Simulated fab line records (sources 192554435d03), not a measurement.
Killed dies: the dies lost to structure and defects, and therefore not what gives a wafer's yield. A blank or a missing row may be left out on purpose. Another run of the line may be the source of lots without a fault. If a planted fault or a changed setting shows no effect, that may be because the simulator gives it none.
Chamber matching + flow n5-finfet + rie-diel-03 running N5_BEOL_M3_STRIP_19: 4 sister chambers
The step strips in O2. 4 wafers are shown with their chamber, then 8 later ones without.

WAFERS, EACH WITH ITS CHAMBER
| wafer  | chamber | showerhead-plenum-p-Torr (Torr) |
|--------|---------|---------------------------------|
| L080.5 | 1       | 2.18                            |
| L083.5 | 0       | 2.04                            |
| L083.6 | 3       | 2.18                            |
| L087.2 | 2       | 2.06                            |

WAFERS MISSING THEIR CHAMBER
| wafer  | showerhead-plenum-p-Torr (Torr) |
|--------|---------------------------------|
| L087.3 | 2.18                            |
| L087.6 | 2.18                            |
| L093.1 | 2.18                            |
| L093.3 | 2.17                            |
| L093.4 | 2.03                            |
| L097.1 | 2.17                            |
| L097.2 | 2.17                            |
| L097.4 | 2.03                            |

CHAMBER TAKEN BY EACH
| wafer  | from the rows above     | in truth |
|--------|-------------------------|----------|
| L087.3 | can't be placed: 1 or 3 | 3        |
| L087.6 | can't be placed: 1 or 3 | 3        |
| L093.1 | can't be placed: 1 or 3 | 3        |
| L093.3 | can't be placed: 1 or 3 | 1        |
| L093.4 | 0                       | 0        |
| L097.1 | can't be placed: 1 or 3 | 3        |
| L097.2 | can't be placed: 1 or 3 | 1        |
| L097.4 | 0                       | 0        |
2 of 8 placed correctly. Can't be placed from these rows: 6 (the true chamber is among the candidates in 6). Placed wrongly: 0.
How it was worked out, from the rows above alone: a wafer's distance from a chamber is the root of the sum, over the readings, of the square of ((its reading less the chamber's mean) divided by the reading's scatter). The wafer belongs to the nearest chamber; if the next one is less than 2 further off, it can't be placed. Each chamber's mean is taken over the wafers shown for it. The scatter: with one shown wafer a chamber, the root of the mean of the squares of how far each hidden wafer lies from its nearest shown one.
